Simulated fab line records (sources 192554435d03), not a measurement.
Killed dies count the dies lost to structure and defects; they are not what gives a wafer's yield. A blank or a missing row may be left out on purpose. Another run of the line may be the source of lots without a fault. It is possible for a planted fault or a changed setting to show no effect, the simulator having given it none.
The tool behind it: which one? || flow n5_finfet || Sampling: 24 lots, 72 wafers, 3 of 1938 route steps

== WHAT THE GAUGES READ, wafer by wafer ==
N5_BEOL_M5_INSPECT_30: inspects for defects (brightfield).
{"lot": "L074", "measured": "day 8 00:56", "on": "defect_inspect-02", "raw_defect_count": "196 464 324"}
{"lot": "L075", "measured": "day 8 18:32", "on": "defect_inspect-02", "raw_defect_count": "459 363 376"}
{"lot": "L077", "measured": "day 9 01:57", "on": "defect_inspect-02", "raw_defect_count": "344 234 338"}
{"lot": "L076", "measured": "day 9 02:00", "on": "defect_inspect-02", "raw_defect_count": "368 368 314"}
{"lot": "L078", "measured": "day 9 02:03", "on": "defect_inspect-01", "raw_defect_count": "587 566 615"}
{"lot": "L079", "measured": "day 9 10:19", "on": "defect_inspect-01", "raw_defect_count": "416 470 427"}
{"lot": "L081", "measured": "day 9 13:07", "on": "defect_inspect-01", "raw_defect_count": "387 510 429"}
{"lot": "L080", "measured": "day 10 03:00", "on": "defect_inspect-01", "raw_defect_count": "348 417 329"}
{"lot": "L082", "measured": "day 10 03:06", "on": "defect_inspect-01", "raw_defect_count": "541 553 440"}
{"lot": "L083", "measured": "day 10 08:34", "on": "defect_inspect-01", "raw_defect_count": "404 687 539"}
{"lot": "L084", "measured": "day 11 01:12", "on": "defect_inspect-01", "raw_defect_count": "484 666 560"}
{"lot": "L085", "measured": "day 11 01:01", "on": "defect_inspect-02", "raw_defect_count": "453 539 258"}
{"lot": "L088", "measured": "day 11 06:28", "on": "defect_inspect-02", "raw_defect_count": "545 332 354"}
{"lot": "L086", "measured": "day 11 06:53", "on": "defect_inspect-01", "raw_defect_count": "569 538 536"}
{"lot": "L087", "measured": "day 11 23:40", "on": "defect_inspect-02", "raw_defect_count": "431 419 452"}
{"lot": "L089", "measured": "day 12 05:08", "on": "defect_inspect-01", "raw_defect_count": "462 417 649"}
{"lot": "L090", "measured": "day 12 10:37", "on": "defect_inspect-01", "raw_defect_count": "463 466 474"}
{"lot": "L091", "measured": "day 12 16:14", "on": "defect_inspect-01", "raw_defect_count": "325 431 352"}
{"lot": "L092", "measured": "day 12 16:11", "on": "defect_inspect-01", "raw_defect_count": "451 357 384"}
{"lot": "L093", "measured": "day 12 16:24", "on": "defect_inspect-02", "raw_defect_count": "452 303 274"}
{"lot": "L094", "measured": "day 13 08:52", "on": "defect_inspect-01", "raw_defect_count": "474 493 469"}
{"lot": "L095", "measured": "day 13 15:37", "on": "defect_inspect-02", "raw_defect_count": "445 478 490"}
{"lot": "L096", "measured": "day 13 18:39", "on": "defect_inspect-01", "raw_defect_count": "499 461 585"}
{"lot": "L097", "measured": "day 13 18:36", "on": "defect_inspect-02", "raw_defect_count": "535 404 445"}

== EACH LOT AND THE TOOL THAT RAN IT (in order: tool; ch and the chambers of the sampled wafers; start) ==
{"lot": "L074", "N5_BEOL_M5_CURE_79": "uv_cure-03 ch 0, day 7 20:45", "N5_BEOL_M5_PECVD_70": "pecvd-02 ch 1,2, day 7 21:18"}
{"lot": "L075", "N5_BEOL_M5_CURE_79": "uv_cure-03 ch 2, day 8 15:35", "N5_BEOL_M5_PECVD_70": "pecvd-02 ch 0,2, day 8 16:08"}
{"lot": "L077", "N5_BEOL_M5_CURE_79": "uv_cure-03 ch 0, day 8 22:10", "N5_BEOL_M5_PECVD_70": "pecvd-02 ch 0,1,2, day 8 22:38"}
{"lot": "L076", "N5_BEOL_M5_CURE_79": "uv_cure-02 ch 2, day 8 22:44", "N5_BEOL_M5_PECVD_70": "pecvd-01 ch 0,1,2, day 8 23:04"}
{"lot": "L078", "N5_BEOL_M5_CURE_79": "uv_cure-02 ch 1, day 8 23:28", "N5_BEOL_M5_PECVD_70": "pecvd-04 ch 0,2, day 9 00:01"}
{"lot": "L079", "N5_BEOL_M5_CURE_79": "uv_cure-02 ch 1, day 9 04:23", "N5_BEOL_M5_PECVD_70": "pecvd-04 ch 0,1, day 9 04:56"}
{"lot": "L081", "N5_BEOL_M5_CURE_79": "uv_cure-03 ch 0, day 9 08:25", "N5_BEOL_M5_PECVD_70": "pecvd-04 ch 0,1, day 9 08:53"}
{"lot": "L080", "N5_BEOL_M5_CURE_79": "uv_cure-03 ch 2, day 9 23:40", "N5_BEOL_M5_PECVD_70": "pecvd-01 ch 0,1, day 10 01:02"}
{"lot": "L082", "N5_BEOL_M5_CURE_79": "uv_cure-02 ch 1, day 10 01:03", "N5_BEOL_M5_PECVD_70": "pecvd-01 ch 0,1, day 10 01:28"}
{"lot": "L083", "N5_BEOL_M5_CURE_79": "uv_cure-02 ch 1, day 10 03:17", "N5_BEOL_M5_PECVD_70": "pecvd-04 ch 0,1,2, day 10 03:46"}
{"lot": "L084", "N5_BEOL_M5_CURE_79": "uv_cure-03 ch 0, day 10 20:52", "N5_BEOL_M5_PECVD_70": "pecvd-01 ch 0,2, day 10 21:20"}
{"lot": "L085", "N5_BEOL_M5_CURE_79": "uv_cure-01 ch 0, day 10 21:31", "N5_BEOL_M5_PECVD_70": "pecvd-01 ch 0,1, day 10 22:04"}
{"lot": "L088", "N5_BEOL_M5_CURE_79": "uv_cure-03 ch 0, day 11 03:10", "N5_BEOL_M5_PECVD_70": "pecvd-02 ch 0,1,2, day 11 03:29"}
{"lot": "L086", "N5_BEOL_M5_CURE_79": "uv_cure-01 ch 1, day 11 03:32", "N5_BEOL_M5_PECVD_70": "pecvd-04 ch 2, day 11 04:01"}
{"lot": "L087", "N5_BEOL_M5_CURE_79": "uv_cure-03 ch 0, day 11 21:31", "N5_BEOL_M5_PECVD_70": "pecvd-01 ch 1,2, day 11 22:05"}
{"lot": "L089", "N5_BEOL_M5_CURE_79": "uv_cure-01 ch 0, day 11 23:20", "N5_BEOL_M5_PECVD_70": "pecvd-01 ch 0,1, day 11 23:53"}
{"lot": "L090", "N5_BEOL_M5_CURE_79": "uv_cure-01 ch 0, day 12 05:55", "N5_BEOL_M5_PECVD_70": "pecvd-04 ch 0,1,2, day 12 06:14"}
{"lot": "L091", "N5_BEOL_M5_CURE_79": "uv_cure-01 ch 2, day 12 07:46", "N5_BEOL_M5_PECVD_70": "pecvd-04 ch 0,2, day 12 08:14"}
{"lot": "L092", "N5_BEOL_M5_CURE_79": "uv_cure-01 ch 2, day 12 11:25", "N5_BEOL_M5_PECVD_70": "pecvd-01 ch 0,1,2, day 12 11:58"}
{"lot": "L093", "N5_BEOL_M5_CURE_79": "uv_cure-03 ch 1, day 12 11:38", "N5_BEOL_M5_PECVD_70": "pecvd-02 ch 0,2, day 12 12:06"}
{"lot": "L094", "N5_BEOL_M5_CURE_79": "uv_cure-03 ch 1, day 13 05:03", "N5_BEOL_M5_PECVD_70": "pecvd-04 ch 0,1,2, day 13 06:05"}
{"lot": "L095", "N5_BEOL_M5_CURE_79": "uv_cure-03 ch 2, day 13 09:22", "N5_BEOL_M5_PECVD_70": "pecvd-04 ch 1,2, day 13 10:14"}
{"lot": "L096", "N5_BEOL_M5_CURE_79": "uv_cure-01 ch 1, day 13 13:38", "N5_BEOL_M5_PECVD_70": "pecvd-02 ch 0,1, day 13 14:06"}
{"lot": "L097", "N5_BEOL_M5_CURE_79": "uv_cure-01 ch 2, day 13 14:38", "N5_BEOL_M5_PECVD_70": "pecvd-02 ch 1,2, day 13 15:02"}
- N5_BEOL_M5_CURE_79: cures SiCOH lowk, time 240 s.
- N5_BEOL_M5_PECVD_70: deposits SiO2 from TEOS/O2, target thk 16 nm, time 18 s.

== AS READ BY THE TOOLS THEMSELVES (means over the sampled wafers that have a number; for cases with no such wafer, the mark the record gives instead) ==
N5_BEOL_M5_CURE_79.
{"lot": "L074", "tool": "uv_cure-03", "lamp_power_pct (%)": 52.36, "wafer_temp_C_max": 386.9}
{"lot": "L075", "tool": "uv_cure-03", "lamp_power_pct (%)": 52.35, "wafer_temp_C_max": 386.7}
{"lot": "L077", "tool": "uv_cure-03", "lamp_power_pct (%)": 52.28, "wafer_temp_C_max": 387.0}
{"lot": "L076", "tool": "uv_cure-02", "lamp_power_pct (%)": 52.33, "wafer_temp_C_max": 386.0}
{"lot": "L078", "tool": "uv_cure-02", "lamp_power_pct (%)": 52.29, "wafer_temp_C_max": 387.6}
{"lot": "L079", "tool": "uv_cure-02", "lamp_power_pct (%)": 52.31, "wafer_temp_C_max": 388.6}
{"lot": "L081", "tool": "uv_cure-03", "lamp_power_pct (%)": 52.28, "wafer_temp_C_max": 386.9}
{"lot": "L080", "tool": "uv_cure-03", "lamp_power_pct (%)": 52.32, "wafer_temp_C_max": 386.9}
{"lot": "L082", "tool": "uv_cure-02", "lamp_power_pct (%)": 52.34, "wafer_temp_C_max": 388.3}
{"lot": "L083", "tool": "uv_cure-02", "lamp_power_pct (%)": 52.31, "wafer_temp_C_max": 387.6}
{"lot": "L084", "tool": "uv_cure-03", "lamp_power_pct (%)": 52.33, "wafer_temp_C_max": 386.9}
{"lot": "L085", "tool": "uv_cure-01", "lamp_power_pct (%)": 52.29, "wafer_temp_C_max": 386.3}
{"lot": "L088", "tool": "uv_cure-03", "lamp_power_pct (%)": 52.32, "wafer_temp_C_max": 386.8}
{"lot": "L086", "tool": "uv_cure-01", "lamp_power_pct (%)": 52.37, "wafer_temp_C_max": 387.5}
{"lot": "L087", "tool": "uv_cure-03", "lamp_power_pct (%)": 52.29, "wafer_temp_C_max": 387.3}
{"lot": "L089", "tool": "uv_cure-01", "lamp_power_pct (%)": 52.24, "wafer_temp_C_max": 386.3}
{"lot": "L090", "tool": "uv_cure-01", "lamp_power_pct (%)": 52.32, "wafer_temp_C_max": 386.5}
{"lot": "L091", "tool": "uv_cure-01", "lamp_power_pct (%)": 52.35, "wafer_temp_C_max": 385.9}
{"lot": "L092", "tool": "uv_cure-01", "lamp_power_pct (%)": 52.38, "wafer_temp_C_max": 386.0}
{"lot": "L093", "tool": "uv_cure-03", "lamp_power_pct (%)": 52.35, "wafer_temp_C_max": 386.8}
{"lot": "L094", "tool": "uv_cure-03", "lamp_power_pct (%)": 52.37, "wafer_temp_C_max": 386.9}
{"lot": "L095", "tool": "uv_cure-03", "lamp_power_pct (%)": 52.29, "wafer_temp_C_max": 386.5}
{"lot": "L096", "tool": "uv_cure-01", "lamp_power_pct (%)": 52.35, "wafer_temp_C_max": 388.0}
{"lot": "L097", "tool": "uv_cure-01", "lamp_power_pct (%)": 52.31, "wafer_temp_C_max": 386.1}

N5_BEOL_M5_PECVD_70.
{"lot": "L074", "tool": "pecvd-02", "heater_power_w (W)": 646, "showerhead_plenum_p_Torr (Torr)": 8.83, "throttle_valve_pct (%)": 23.9}
{"lot": "L075", "tool": "pecvd-02", "heater_power_w (W)": 638, "showerhead_plenum_p_Torr (Torr)": 8.78, "throttle_valve_pct (%)": 21.0}
{"lot": "L077", "tool": "pecvd-02", "heater_power_w (W)": 646, "showerhead_plenum_p_Torr (Torr)": 8.81, "throttle_valve_pct (%)": 22.6}
{"lot": "L076", "tool": "pecvd-01", "heater_power_w (W)": 729, "showerhead_plenum_p_Torr (Torr)": 8.81, "throttle_valve_pct (%)": 23.6}
{"lot": "L078", "tool": "pecvd-04", "heater_power_w (W)": 677, "showerhead_plenum_p_Torr (Torr)": 8.75, "throttle_valve_pct (%)": 21.4}
{"lot": "L079", "tool": "pecvd-04", "heater_power_w (W)": 692, "showerhead_plenum_p_Torr (Torr)": 8.76, "throttle_valve_pct (%)": 21.5}
{"lot": "L081", "tool": "pecvd-04", "heater_power_w (W)": 631, "showerhead_plenum_p_Torr (Torr)": 8.81, "throttle_valve_pct (%)": 21.8}
{"lot": "L080", "tool": "pecvd-01", "heater_power_w (W)": 698, "showerhead_plenum_p_Torr (Torr)": 8.89, "throttle_valve_pct (%)": 22.7}
{"lot": "L082", "tool": "pecvd-01", "heater_power_w (W)": 789, "showerhead_plenum_p_Torr (Torr)": 8.86, "throttle_valve_pct (%)": 23.5}
{"lot": "L083", "tool": "pecvd-04", "heater_power_w (W)": 651, "showerhead_plenum_p_Torr (Torr)": 8.78, "throttle_valve_pct (%)": 21.8}
{"lot": "L084", "tool": "pecvd-01", "heater_power_w (W)": 730, "showerhead_plenum_p_Torr (Torr)": 8.73, "throttle_valve_pct (%)": 20.9}
{"lot": "L085", "tool": "pecvd-01", "heater_power_w (W)": 748, "showerhead_plenum_p_Torr (Torr)": 8.89, "throttle_valve_pct (%)": 22.7}
{"lot": "L088", "tool": "pecvd-02", "heater_power_w (W)": 641, "showerhead_plenum_p_Torr (Torr)": 8.81, "throttle_valve_pct (%)": 22.6}
{"lot": "L086", "tool": "pecvd-04", "heater_power_w (W)": 534, "showerhead_plenum_p_Torr (Torr)": 8.82, "throttle_valve_pct (%)": 22.4}
{"lot": "L087", "tool": "pecvd-01", "heater_power_w (W)": 707, "showerhead_plenum_p_Torr (Torr)": 8.71, "throttle_valve_pct (%)": 21.6}
{"lot": "L089", "tool": "pecvd-01", "heater_power_w (W)": 699, "showerhead_plenum_p_Torr (Torr)": 8.90, "throttle_valve_pct (%)": 22.7}
{"lot": "L090", "tool": "pecvd-04", "heater_power_w (W)": 593, "showerhead_plenum_p_Torr (Torr)": 8.79, "throttle_valve_pct (%)": 21.8}
{"lot": "L091", "tool": "pecvd-04", "heater_power_w (W)": 672, "showerhead_plenum_p_Torr (Torr)": 8.76, "throttle_valve_pct (%)": 21.5}
{"lot": "L092", "tool": "pecvd-01", "heater_power_w (W)": 732, "showerhead_plenum_p_Torr (Torr)": 8.81, "throttle_valve_pct (%)": 22.1}
{"lot": "L093", "tool": "pecvd-02", "heater_power_w (W)": 695, "showerhead_plenum_p_Torr (Torr)": 8.78, "throttle_valve_pct (%)": 21.1}
{"lot": "L094", "tool": "pecvd-04", "heater_power_w (W)": 652, "showerhead_plenum_p_Torr (Torr)": 8.79, "throttle_valve_pct (%)": 22.0}
{"lot": "L095", "tool": "pecvd-04", "heater_power_w (W)": 583, "showerhead_plenum_p_Torr (Torr)": 8.81, "throttle_valve_pct (%)": 22.5}
{"lot": "L096", "tool": "pecvd-02", "heater_power_w (W)": 545, "showerhead_plenum_p_Torr (Torr)": 8.86, "throttle_valve_pct (%)": 23.8}
{"lot": "L097", "tool": "pecvd-02", "heater_power_w (W)": 566, "showerhead_plenum_p_Torr (Torr)": 8.85, "throttle_valve_pct (%)": 24.1}

== THE ANSWER, worked out from the rows above alone ==
Rule: the usual values come from the lots themselves. Put in order of their means at a reading, lots are off if they are a third of the lots or fewer, leave a main group of 4 or more, and stand apart from it by a gap of 3 or more times the standard deviation of the main group's means; of several such gaps the widest counts. A main group whose means are all the same, to the digits that the tables above print for the reading, isn't used. Also off: a lot with no number at a reading for which 4 or more lots have one. All remaining lots with rows at the step are treated as sound. The gauges are gone through in route order, then the tools' own readings, and for those a lot's mean is taken as printed above. At the first step where some lot is off, the reading lying furthest off is the one used; lots without a number count as furthest.
No lot is off at any reading shown: from this, nothing can be told.

== WHAT WAS PUT IN BY THE SIMULATOR ==
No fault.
